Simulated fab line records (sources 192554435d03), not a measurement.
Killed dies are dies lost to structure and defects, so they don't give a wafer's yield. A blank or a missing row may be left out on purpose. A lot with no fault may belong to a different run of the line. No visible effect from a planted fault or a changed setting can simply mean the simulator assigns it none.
Matching of chambers ; flow n5_finfet ; 4 sister chambers for N5_DUMMY_GATE_ALD_02 on ald_sin-03
The step deposits SiO2, target thk 2 nm, pulse time 1 s. 4 wafers are shown with their chamber, then 7 later ones without.

== WAFERS WITH THEIR CHAMBER ==
wafer;chamber;heater_power_w (W)
L785.2;2;496
L785.6;3;500
L791.5;0;429
L791.6;1;509

== WAFERS WITHOUT THEIR CHAMBER ==
wafer;heater_power_w (W)
L795.2;520
L795.6;501
L796.5;521
L796.6;489
L798.1;523
L798.2;437
L798.3;484

== THE CHAMBER EACH PASSED THROUGH ==
wafer;from the rows above;in truth
L795.2;can't be placed: 1 or 3 or 2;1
L795.6;can't be placed: 3 or 2 or 1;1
L796.5;can't be placed: 1 or 3 or 2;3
L796.6;can't be placed: 2 or 3 or 1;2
L798.1;can't be placed: 1 or 3 or 2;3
L798.2;0;0
L798.3;can't be placed: 2 or 3 or 1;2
1 of 7 placed correctly. Not placeable from these rows: 6 (in 6, the candidates include the true chamber). Wrongly placed: 0.
How it was worked out, from the rows above alone: a wafer's distance from a chamber is the root of the sum, over the readings, of the square of ((its reading less the chamber's mean) divided by the reading's scatter). If the next closest chamber is less than 2 further off than the closest, the wafer can't be placed; otherwise it belongs to the closest. A chamber's mean is the mean of its shown wafers. The scatter: root of mean squared gap, hidden wafer to nearest shown wafer, with one shown wafer a chamber.
